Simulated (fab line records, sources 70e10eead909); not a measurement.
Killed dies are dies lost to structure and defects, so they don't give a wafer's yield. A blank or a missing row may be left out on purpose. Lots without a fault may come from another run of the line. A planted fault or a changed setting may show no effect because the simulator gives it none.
A struck lot beside a sound one | flow nand_harc | 14 steps out of a route of 1302
Sound: wafers L826.1, L826.5, L826.6. Struck: wafers L837.3, L837.5, L837.6. The cause comes at the end.
At each step with rows: each side's tool, then ch and its chambers, then its first start. Under that, the readings that differ: sound wafers | struck wafers | difference of the means | sigmas: that difference in standard deviations of wafers without a fault.
alike: readings whose means differ by less than 2 such deviations, and words and numbers that are the same on both sides. not compared: withheld readings, readings that some wafer has no value for, bounds like >300 that may hide the same value, and numbers for which the record gives no deviation and whose values overlap.
The two part at a step that has a row with sigmas, a row that says differs or no value, or rows on one side only. Numbers that don't overlap but have no deviation are shown without sigmas and don't part them. A reading that every wafer of one side lacks parts them only if that side has two wafers or more.

NHARC_A_STAIRCASE_DEP_156: deposits SiNx, target thk 50 nm.
  sound on pecvd-03 ch 0,1,2, day 18 09:14; struck on pecvd-02 ch 0,1,2, day 23 11:22
  alike: heater_power_w
then, 9 steps without rows for these wafers: NHARC_A_STAIRCASE_DEHYDRATE_158 (time 120 s); NHARC_A_STAIRCASE_HMDS_159 (time 30 s); NHARC_A_STAIRCASE_COAT_160; NHARC_A_STAIRCASE_SOFTBAKE_161 (time 170 s); NHARC_A_STAIRCASE_EBR_162; NHARC_A_STAIRCASE_EXPOSE_163 (exposes mask STAIR OPEN); NHARC_A_STAIRCASE_PEB_164 (peb time 130 s); NHARC_A_STAIRCASE_DEVELOP_165 (time 140 s); NHARC_A_STAIRCASE_HARDBAKE_167 (time 140 s).
NHARC_A_STAIRCASE_DESCUM_168: chemistry O2, time 3 s.
  sound on rie_diel-01 ch 0,2,3, day 18 10:03; struck on rie_diel-13 ch 0,1,2, day 23 12:20
  alike: drypump_motor_current_A, oes_product_au, rf_vpp_V, showerhead_plenum_p_Torr, throttle_valve_pct
  not compared: rf_hours_counter_h
NHARC_A_STAIRCASE_ETCH_169: etches the open film in CH3F/O2, target depth 50 nm, time 107.1 s.
  sound on rie_diel-01 ch 0,1,2, day 18 10:08; struck on rie_diel-13 ch 2,3, day 23 12:25
  no value came back on the struck wafers for any of 7 readings (bias_w (W), ch3f_flow_sccm (sccm) and others); on the sound wafers bias_w (W) reads 100.4 100.2 100.0
  not compared: rf_hours_counter_h
NHARC_A_STAIRCASE_ETCH_170: etches the open film in C4F6/O2, target depth 200 nm, time 66.667 s.
  sound on rie_diel-01 ch 2,3; struck on rie_diel-13 ch 0,1, day 23 12:31
  alike: bias_w, c4f6_flow_sccm, drypump_motor_current_A, oes_product_au, rf_vpp_V, showerhead_plenum_p_Torr, throttle_valve_pct
  not compared: rf_hours_counter_h
-- the record jumps here: 9 days lie between the struck wafers' starts before and after (it left off in module A_STAIRCASE and takes up again in module END, whose first step shown is number 1302 of the route) --
NHARC_END_SORT_01:
  the record has rows for the struck wafers here (prober-01 ch 0, day 32 02:50) and none for the sound ones

WHERE THEY PART
First at NHARC_A_STAIRCASE_ETCH_169; last, within this record, at NHARC_END_SORT_01.

WHY: what the simulator had put in
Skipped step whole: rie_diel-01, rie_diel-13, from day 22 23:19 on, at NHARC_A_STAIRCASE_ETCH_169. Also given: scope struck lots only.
